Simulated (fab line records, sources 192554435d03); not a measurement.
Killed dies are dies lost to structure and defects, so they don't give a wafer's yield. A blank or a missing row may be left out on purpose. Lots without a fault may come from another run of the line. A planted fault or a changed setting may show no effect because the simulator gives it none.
fab line records | flow n5_finfet
record lots=4 wafers=12 last_day=19
route steps=1938 shown BEOL_M6@1241 BEOL_M7@1263 PASSIVATION@1936
lots that met no fault: from a run of the same line without faults
start_h: hours from the record's first day to the start of the lot's first wafer shown | wait_h: hours since the lot's step before | " the same as in the row above | L1.1+2: a row that stands for several wafers | - no value, or no start given | * or withheld: withheld | < > ~ a bound
route shown NAME@n: a module of which the file shows steps, and the number in the route of the first | usual: mean/standard deviation of fault-free wafers | same: alike in all rows | chamber/n: place in a boat | sites: the reading at each site | _std_site: their standard deviation | _edge_site: outer sites' mean less inner sites' | radius_mm: how far each site lies from the wafer's centre | mask NAME#n: copy n | behind: the tool/chamber that last shaped the wafer | hold: why the lot was held/for how many hours/how that ended | device: the transistor (n, p or np) that didn't switch | end of line: the same wafers' tests at the end of the route | a step without rows: its recipe alone | killed: dies lost to structure and defects at the first sort, not the wafer's yield | map: a wafer's dies, x killed, . not, _ none there
set.NAME: the setting as run; set.NAME@STEP: as run at that earlier step | model.NAME: the simulator's own value behind a step, which no gauge read
lots at some steps of the route; a table a step, a row a wafer
## steps
# step N5_BEOL_M6_STRIP_80
# recipe chemistry=N2/H2 time_s=10 power_w=450 temp_c=40 pressure_mtorr=20 rf_frequency_hz=6e+07 bias_power_w=7 n2_flow_sccm=200 h2_flow_sccm=200
# step N5_BEOL_M6_HM_STRIP_39
# recipe chemistry=peroxide_tin_strip material=TiN target_depth_a=250 temp_c=50 time_s=158
# step N5_BEOL_M6_SRD_40
# recipe time_s=30 temp_c=23 rinse_liquid=diw dry=ipa_marangoni
# step N5_BEOL_M6_PRECLEAN_42
# recipe chemistry=residue_remover time_s=60 temp_c=40
# step N5_BEOL_M6_SRD_43
# recipe time_s=30 temp_c=23 rinse_liquid=diw dry=ipa_marangoni
# step N5_BEOL_M6_CURE_75
# recipe temp_c=370 time_s=120 ambient=DMADMS/He material=SiCOH_lowk
# step N5_BEOL_M6_DEGAS_44
# recipe ambient=vacuum temp_c=250 time_s=60
# step N5_BEOL_M6_PRE_CLEAN_45
# recipe gas=H2/He time_s=30 temp_c=250
# step N5_BEOL_M6_ALD_77
# recipe material=TaN target_thk_a=20 temp_c=275 ald_precursor_family=PDMAT ald_co_reactant=NH3 pressure_torr=3 carrier_flow_sccm=1500 pulse_time_s=2 purge_time_s=3 co_reactant_purge_time_s=2 co_reactant_pulse_time_s=3 ald_cycles=40 precursor_vessel_temp_c=75 precursor_vessel_pressure_torr=26.25 precursor_vessel_carrier_sccm=1000
# step N5_BEOL_M6_SURFACE_TREAT_79
# recipe gas=Ar time_s=* ion_energy_ev=* ion_current_ma_cm2=0.5 pressure_mtorr=* ar_flow_sccm=30
# step N5_BEOL_M6_CVD_78
# recipe material=Co target_thk_a=20 temp_c=withheld precursor=CCTBA/H2 pressure_torr=30 time_s=142.3
# columns lot.wafer tool chamber start_h wait_h
L298.1+4+6 cvd_co-01 2,0,2 254.25 0.1
L300.2+4+6 cvd_co-01 2,1,0 270.40 0.3
L301.1+3+5 cvd_co-01 2,1,1 279.14 0.2
L314.1+4+6 cvd_co-01 0,2,1 364.23 0.2
# step N5_BEOL_M6_SPUTTER_48
# recipe material=Cu target_thk_a=100 temp_c=-20 bias_v=60 power_w=26000 chamber_pressure_pa=0.13 time_s=1.667
# step N5_BEOL_M6_ECD_50
# recipe material=Cu target_thk_a=3000
# step N5_BEOL_M6_ANNEAL_51
# recipe temp_c=225 time_s=90 ambient=N2
# step N5_BEOL_M6_CMP_52
# recipe stop_on=SiCOH_lowk t_overpolish_s=6.9 down_force_psi=1 platen_rpm=50 clearing_platen_down_force_psi=1.5 clearing_platen_rpm=50 post_cmp_clean=cu_alkaline target_thk_nm=80 clearing_platen_pad_velocity_m_s=0.99484 pad_velocity_m_s=0.99484
# step N5_BEOL_M6_PRE_CLEAN_55
# recipe gas=NH3 time_s=15 temp_c=withheld rf_power_w=300
# step N5_BEOL_M6_DEP_56
# recipe material=SiCN target_thk_a=100 temp_c=withheld precursor=3MS/NH3 pressure_torr=3 rf_w=202 time_s=17.5
# step N5_BEOL_M7_ILD_DEP_00
# recipe material=SiCOH_lowk target_thk_a=1797.5 temp_c=300 precursor=DEMS/porogen pressure_torr=5 rf_w=500 time_s=33.4
# step N5_BEOL_M7_CURE_74
# recipe temp_c=385 time_s=240 ambient=He/Ar material=SiCOH_lowk
# step N5_BEOL_M7_PECVD_70
# recipe material=SiO2 target_thk_a=200 temp_c=400 precursor=TEOS/O2 pressure_torr=5.5 rf_w=450 teos_flow_sccm=53.8 gas=O2 flow_sccm=3000 time_s=22.7
# step N5_BEOL_M7_HM_DEP_02
# recipe material=TiN target_thk_a=200 temp_c=25 chamber_pressure_pa=0.49996
# step N5_BEOL_M7_COAT_59
# recipe resist=SOC temp_c=250 time_s=60 spin_rpm=1500 resist_thk_nm=100
# step N5_BEOL_M7_COAT_60
# recipe resist=SiARC temp_c=220 time_s=60 spin_rpm=1500 resist_thk_nm=35
# step N5_BEOL_M7_COAT_05
# recipe resist=CAR-ArF spin_rpm=1500 resist_thk_nm=90
# step N5_BEOL_M7_EBR_07
# recipe solvent=PGMEA ebr_width_mm=1.5
# step N5_BEOL_M7_SOFTBAKE_06
# recipe temp_c=110 time_s=60 resist=CAR-ArF
# step N5_BEOL_M7_EXPOSE_08
# recipe mask_id=M7 na=1.35 source_shape=dipole sigma_inner=0.817 sigma_outer=0.97 polarization=te dose_mj=68.25
# step N5_BEOL_M7_PEB_09
# recipe peb_temp_c=withheld peb_time_s=60 resist=CAR-ArF
# step N5_BEOL_M7_DEVELOP_10
# recipe develop_time_s=30 developer=TMAH resist=CAR-ArF rinse_liquid=diw dry=air_spin dev_temp_c=23
# step N5_BEOL_M7_DESCUM_16
# recipe chemistry=O2 time_s=7.9 source_power_w=50 bias_power_w=20 pressure_mtorr=20 rf_frequency_hz=2.712e+07 temp_c=40 resist=CAR-ArF o2_flow_sccm=225
# step N5_BEOL_M7_ETCH_61
# recipe chemistry=CF4 target=SiARC target_depth_a=455 mask_material=CAR-ArF time_s=75.8 ion_energy_ev=80 pressure_mtorr=40 source_w=545 bias_w=36 Ar_flow_sccm=100 cf4_flow_sccm=100 ends=cleared
# step N5_BEOL_M7_ETCH_62
# recipe chemistry=N2/H2 target=SOC target_depth_a=1100 overetch_a=220 mask_material=SiARC temp_c=40 time_s=165 ion_energy_ev=200 pressure_mtorr=30 source_w=840 bias_w=150 n2_flow_sccm=200 h2_flow_sccm=200
# step N5_BEOL_M7_STRIP_68
# recipe chemistry=N2/H2 temp_c=40 n2_flow_sccm=200 h2_flow_sccm=200 rf_frequency_hz=6e+07
# step N5_PASSIVATION_PROBE_49
# usual defect_limited_yield=91.5/1.3 killed_at_M0_to_M3=33/10 killed_at_M4_up=13/4 killed_at_contacts=12/6.3 killed_at_front_end=39/11 killed_at_other=3.4/2.6 killed_dies=100/15 killed_on_rim=13/4 killed_open=65/11 killed_short=34/7.8 sort_bin_5_function=5.0/0.89 sort_bin_6_memory=3.2/0.58 sort_n_pass=1080/15 sort_yield_pct=91.5/1.3
# same gross_dies=1180 killed_at_back_side=0 sort_bin_4_leakage[%]=0 sort_bin_8_speed[%]=0
# columns lot.wafer tool chamber start_h wait_h defect_limited_yield[%] killed_at_M0_to_M3 killed_at_M4_up killed_at_contacts killed_at_front_end killed_at_other killed_dies killed_on_rim killed_open killed_short sort_bin_5_function[%] sort_bin_6_memory[%] sort_n_pass sort_yield_pct[%]
L300.2 prober-02 - 361.97 0.1 85.3 29 81 8 46 9 173 28 75 28 9.1 3.1 1007 85.3
L300.4 prober-02 - 362.07 0.2 89.7 40 9 14 56 2 121 14 70 47 5.6 4.0 1059 89.7
L300.6 prober-02 - 362.17 0.3 93.6 14 7 12 34 9 76 5 46 27 4.5 1.7 1104 93.6
L301.1 prober-01 - 369.37 0.0 84.0 54 90 7 37 1 189 31 78 37 9.2 4.3 991 84.0
# killed by level:class
L300.2 BEOL_M6:unspecified=70 BEOL_M3:geometric_particle:open=12 FIN_SAQP:geometric_particle:open=6 ILD0:geometric_particle:short=6 MOL_CONTACT_COAG:geometric_particle:open=6 BEOL_M2:geometric_particle:open=6 ILD0:geometric_particle:open=5 STARTING-WAFER:geometric_particle:open=5
L300.4 FIN_SAQP:geometric_particle:short=17 FIN_SAQP:geometric_particle:open=12 MOL_CONTACT_COAG:geometric_particle:open=10 BEOL_M0_SAQP:geometric_particle:open=9 BEOL_M2:geometric_particle:open=8 BEOL_M0_SAQP:geometric_particle:short=7 BEOL_M1:geometric_particle:short=6 BEOL_M3:geometric_particle:open=6
L300.6 MOL_CONTACT_COAG:geometric_particle:open=11 FIN_SAQP:geometric_particle:short=8 DUMMY_GATE:geometric_particle:open=6 BEOL_M2:geometric_particle:open=6 FIN_SAQP:geometric_particle:open=5 MIM_TOP:geometric_particle:short=4 ILD0:geometric_particle:short=3 BEOL_M0_SAQP:geometric_particle:short=3
L301.1 BEOL_M6:unspecified=72 BEOL_M0_SAQP:geometric_particle:short=15 BEOL_M0_SAQP:geometric_particle:open=12 FIN_SAQP:geometric_particle:open=10 BEOL_M2:geometric_particle:open=8 BEOL_M4:geometric_particle:open=8 FIN_SAQP:geometric_particle:short=7 STI_FIN_REVEAL:geometric_particle:open=7
# map L300.2 (x killed, . not)
_________________..........xx________________
______________.x....x......xxxxx_____________
___________.............x.xxxxxxxxx__________
__________...........x.x....xxxxxxxx_________
________.................xx.xxxxxxxxxx_______
_______.............x....x.x.xxxxxxxxxx______
______.....x...............xxxxxxxxxxxxx_____
_____......x.......x...........xxxxxxx...____
____..........xx...........xxx.x..xx...x..___
___............x.........x........x........__
___..........x...............x.x.....x.....__
__.....x.......x...............x..x........._
__..x.............xx........................_
_......x....x...x...............x...........x
_.........xx.........x.x.......x...x.........
_...x..............x.........................
_......x..................x.x..............x.
_.........................................x..
_...x.......x.........x..x...................
_.....x...x.................................x
_..x....x.x......................x.x.xx......
__.....x....x....x...x......................_
__.x..........x...x...........x............._
___x...............xxx.x.......x...x.x.....__
___.x.......x.........x.....x..............__
____..x................x..................___
_____.....x.x..x...............x.........____
______.x...x....x......x................_____
_______......x....xxx..x......x........______
________..................x..........._______
__________.......x.................x_________
___________........................__________
______________..........x......._____________
_________________....x.......________________
# map L301.1 (x killed, . not)
_________________x..........x________________
______________.........x.xxxxxxx_____________
___________.................xxxxxxx__________
__________...............xxxxxxxxxxx_________
________....x...........x..xxxxxxxxxxx_______
_______.......x.............xxxxxxxxxxx______
______.....x.....x........x.xxxxxxxxxxxx_____
_____x...x..x...x...............xxxxxxx.x____
____....x..xx...x..........xx...x..x..x...___
___.............................x..........__
___.x...........x..x...................x...__
__.........x.....xx........x....x.......x..._
__................................x........._
_x..........x.............xx........x.....x..
_..x..................x............x.........
_...x.......x.x........................x.....
_.x.x..........x....x............x...........
_.........x..............x.............x...x.
_.....................x...................x..
_...........x.....x.....x......x.........x...
_....................x.x.x..............x..x.
__..x...xx.x.....x.......................x.._
__...x........x....x...x......x.......x....._
___....x...............x.........x.........__
___..............x..x.x........x...........__
____.......x...x..x.x..xx.............x...___
_____x..x.x........x..................x..____
______xx..................xxx..........x_____
_______......x.x................x......______
________..................x....x......_______
__________......x...x...xx........x._________
___________...............x........__________
______________.....x.....xx...x._____________
_________________..x.....x...________________
## key
first_sign step=N5_PASSIVATION_PROBE_49 reading=killed_at_M4_up direction=up sigmas=18 usual=13 struck=86
effect step=N5_PASSIVATION_PROBE_49 reading=killed_dies direction=up sigmas=5.3 usual=100 struck=181
more_kills_born_at N5_BEOL_M6_CVD_78@cvd_co-01=142
met_at N5_BEOL_M6_CVD_78
struck_wafers L300.2,L301.1
onset_between 254.25 270.40
fault kind=chamber_particle_source tool=cvd_co-01 chamber=2 onset_h=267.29 steps=N5_BEOL_M6_CVD_78 rate_per_visit_cm2=1.3963 end_h=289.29
